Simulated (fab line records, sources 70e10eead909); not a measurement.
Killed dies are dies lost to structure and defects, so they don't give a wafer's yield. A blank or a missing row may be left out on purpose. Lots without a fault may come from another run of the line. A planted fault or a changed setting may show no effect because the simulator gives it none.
Chamber matching | flow nand_harc | NHARC_P_BONDPAD_ACTIVATE_29 on rie_diel-02: 4 sister chambers
The step chemistry N2, time 60 s. 4 wafers are shown with their chamber, then 9 later ones without.

WAFERS WITH THEIR CHAMBER
wafer  | chamber | showerhead_plenum_p_Torr (Torr)
L163.1 | 2       | 1.75
L167.6 | 0       | 1.84
L169.3 | 3       | 1.64
L169.4 | 1       | 1.75

WAFERS WITHOUT THEIR CHAMBER
wafer  | showerhead_plenum_p_Torr (Torr)
L176.4 | 1.74
L176.5 | 1.84
L176.6 | 1.75
L177.1 | 1.75
L177.2 | 1.84
L177.4 | 1.74
L179.1 | 1.74
L179.2 | 1.64
L179.4 | 1.75

WHICH CHAMBER EACH WENT THROUGH
wafer  | from the rows above     | in truth
L176.4 | can't be placed: 1 or 2 | 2
L176.5 | 0                       | 0
L176.6 | can't be placed: 1 or 2 | 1
L177.1 | can't be placed: 1 or 2 | 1
L177.2 | 0                       | 0
L177.4 | can't be placed: 1 or 2 | 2
L179.1 | can't be placed: 1 or 2 | 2
L179.2 | 3                       | 3
L179.4 | can't be placed: 1 or 2 | 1
Placed correctly: 3 of 9. Can't be placed from these rows: 6 (the true chamber is among the candidates in 6). Placed wrongly: 0.
How it was worked out, from the rows above alone: a wafer's distance from a chamber is the root of the sum, over the readings, of the square of ((its reading less the chamber's mean) divided by the reading's scatter). The wafer belongs to the nearest chamber; if the next one is less than 2 further off, it can't be placed. A chamber's mean is the mean of its shown wafers. The scatter: with one shown wafer a chamber, the root of the mean of the squares of how far each hidden wafer lies from its nearest shown one.
